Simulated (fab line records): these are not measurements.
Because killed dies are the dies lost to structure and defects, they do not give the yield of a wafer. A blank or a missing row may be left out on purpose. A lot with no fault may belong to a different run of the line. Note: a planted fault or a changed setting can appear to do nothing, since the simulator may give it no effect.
A struck lot beside a sound one + flow n5_finfet + 26 steps out of a route of 1938
Sound: these wafers, L594.3, L594.5, L594.6. The struck wafers were L599.2, L599.4, L599.6. At the end, the cause is stated.
For every step that has rows: the tool of each side, followed by ch and its chambers, followed by its first start. Under that, the readings that differ: sound wafers + struck wafers + difference of the means + sigmas: that difference in standard deviations of wafers without a fault.
alike: same words and numbers on both sides, and readings whose means sit less than 2 such deviations apart. not compared: any withheld reading, any reading some wafer has no value for, any bound like >300 that may hide the same value, and any number with overlapping values for which the record gives no deviation.
The two part at a step that has a row with sigmas, a row that says differs or no value, or rows on one side only. Numbers that don't overlap but have no deviation are shown without sigmas and don't part them. Lack of a reading on every wafer of one side parts them only where that side has two or more wafers.

N5_BEOL_M3_PRE_CLEAN_60: time 15 s.
  sound on cvd_co-02 ch 0,2, day 7 17:34; struck on cvd_co-02 ch 1,2, day 9 16:45
  alike: heater_power_w
N5_BEOL_M3_CO_CAP_55: material Co, precursor CCTBA/H2, target thk 2 nm, time 102.1 s.
  sound on cvd_co-02 ch 0,2, day 7 17:38; struck on cvd_co-02 ch 1,2, day 9 16:47
  alike: heater_power_w
then, 1 step without rows for these wafers: N5_BEOL_M3_PRE_CLEAN_56 (time 15 s).
N5_BEOL_M3_DEP_57: deposits SiCN from 3MS/NH3, target thk 8 nm, time 14 s.
  sound on pecvd-01 ch 0,1,2, day 7 17:46; struck on pecvd-01 ch 0,1, day 9 16:55
  alike: showerhead_plenum_p_Torr, throttle_valve_pct
N5_BEOL_M3_RS_MEAS_58: the measuring method here is four-point-probe.
  sound on film_metro-01, day 7 17:50; struck on film_metro-02, day 9 17:01
  alike: M3_RS
N5_BEOL_M3_INSPECT_59: inspects for defects (darkfield).
  sound on defect_inspect-02, day 7 17:52; struck on defect_inspect-01, day 9 17:02
  alike: raw_defect_count
then, 1 step without rows for these wafers: N5_BEOL_M4_ILD_DEP_00 (deposits SiOC from DEMS/O2, target thk 79 nm, time 15.3 s).
N5_BEOL_M4_THK_MEAS_01:
  sound on film_metro-02, day 7 17:58; struck on film_metro-01, day 9 17:08
  alike: M4_ILD_THK
N5_BEOL_M4_PECVD_72: deposits SiO2 from TEOS/O2, target thk 16 nm, time 18 s.
  sound on pecvd-02 ch 0,1, day 7 18:00; struck on pecvd-01 ch 0,1, day 9 17:10
  alike: heater_power_w, showerhead_plenum_p_Torr, throttle_valve_pct
N5_BEOL_M4_HM_DEP_02: deposits TiN, target thk 20 nm.
  sound on pvd_sputter-01, day 7 19:46; struck on pvd_sputter-02, day 9 19:04
  alike: throttle_valve_pct
then, 2 steps without rows for these wafers: N5_BEOL_M4_COAT_61 (time 60 s, resist thk 60 nm); N5_BEOL_M4_COAT_62 (time 60 s, resist thk 12 nm).
N5_BEOL_M4_COAT_73: time 60 s, resist thk 5 nm.
  sound on litho_track-01 ch 0, day 7 19:54; struck on litho_track-05 ch 0, day 9 19:12
| reading                     | sound                | struck               | difference | sigmas |
|-----------------------------|----------------------|----------------------|------------|--------|
| dispense_pressure_kPa (kPa) | 48 48 48             | 41 41 41             | -7         | -2     |
| spin_speed_rpm (rpm)        | 1503.3 1500.5 1500.3 | 1457.7 1456.7 1456.3 | -44.5      | -40    |
  alike: exhaust_pa
then, 6 steps without rows for these wafers: N5_BEOL_M4_COAT_05 (resist thk 30 nm); N5_BEOL_M4_EBR_07; N5_BEOL_M4_SOFTBAKE_06 (time 60 s); N5_BEOL_M4_EXPOSE_08 (exposes mask M4); N5_BEOL_M4_PEB_09 (peb time 60 s); N5_BEOL_M4_DEVELOP_10 (develop time 30 s).
N5_BEOL_M4_CD_MEAS_11 targets a cd of 16.79 nm.
  sound on cd_sem-02 ch 0, day 7 20:17; struck on cd_sem-03 ch 0, day 9 19:28
  alike: cd_nm
N5_BEOL_M4_OVL_MEAS_12:
  sound on overlay-02 ch 0, day 7 20:20; struck on overlay-02 ch 0, day 9 19:29
  alike: M4_OVL
N5_BEOL_M4_INSPECT_13: inspects for defects (brightfield).
  sound on defect_inspect-01, day 7 20:23; struck on defect_inspect-01, day 9 19:33
| reading          | sound       | struck      | difference | sigmas |
|------------------|-------------|-------------|------------|--------|
| raw_defect_count | 221 205 289 | 532 405 418 | +213       | +2     |
then, 1 step without rows for these wafers: N5_BEOL_M4_DESCUM_16 (chemistry O2, time 7 s).
N5_BEOL_M4_ETCH_74: etches underlayer in N2/H2, target depth 6.5 nm, time 5.2 s.
  sound on rie_diel-02 ch 0,1,2, day 7 20:29; struck on rie_diel-05 ch 0,2,3, day 9 19:37
| reading                  | sound             | struck            | difference | sigmas |
|--------------------------|-------------------|-------------------|------------|--------|
| model.etch.depth_nm (nm) | 4.979 4.971 4.978 | 5.099 5.101 5.084 | +0.119     |        |
  alike: drypump_motor_current_A, etch_rf_on_time_s, oes_product_au, rf_vpp_V, showerhead_plenum_p_Torr, throttle_valve_pct
  not compared: rf_hours_counter_h
then, 1 step without rows for these wafers: N5_BEOL_M4_ETCH_63 (etches SiARC in CF4, target depth 15.6 nm, time 26 s).
N5_BEOL_M4_RC_MEAS_101:
  sound on prober-02 ch 0, day 8 07:55; struck on prober-02 ch 0, day 10 04:13
  alike: DIBL_N, DIBL_P, IOFF_N, IOFF_P, ION_N, ION_P, SS_N, SS_P, VT_N, VT_P

WHERE THEY PART
First at N5_BEOL_M4_COAT_73; last, within this record, at N5_BEOL_M4_INSPECT_13. Later steps at which nothing parts them and some readings are alike: N5_BEOL_M4_ETCH_74, N5_BEOL_M4_RC_MEAS_101.

WHY: what had been put in by the simulator
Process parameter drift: litho_track-05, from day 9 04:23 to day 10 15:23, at N5_BEOL_M4_COAT_73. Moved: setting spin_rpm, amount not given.
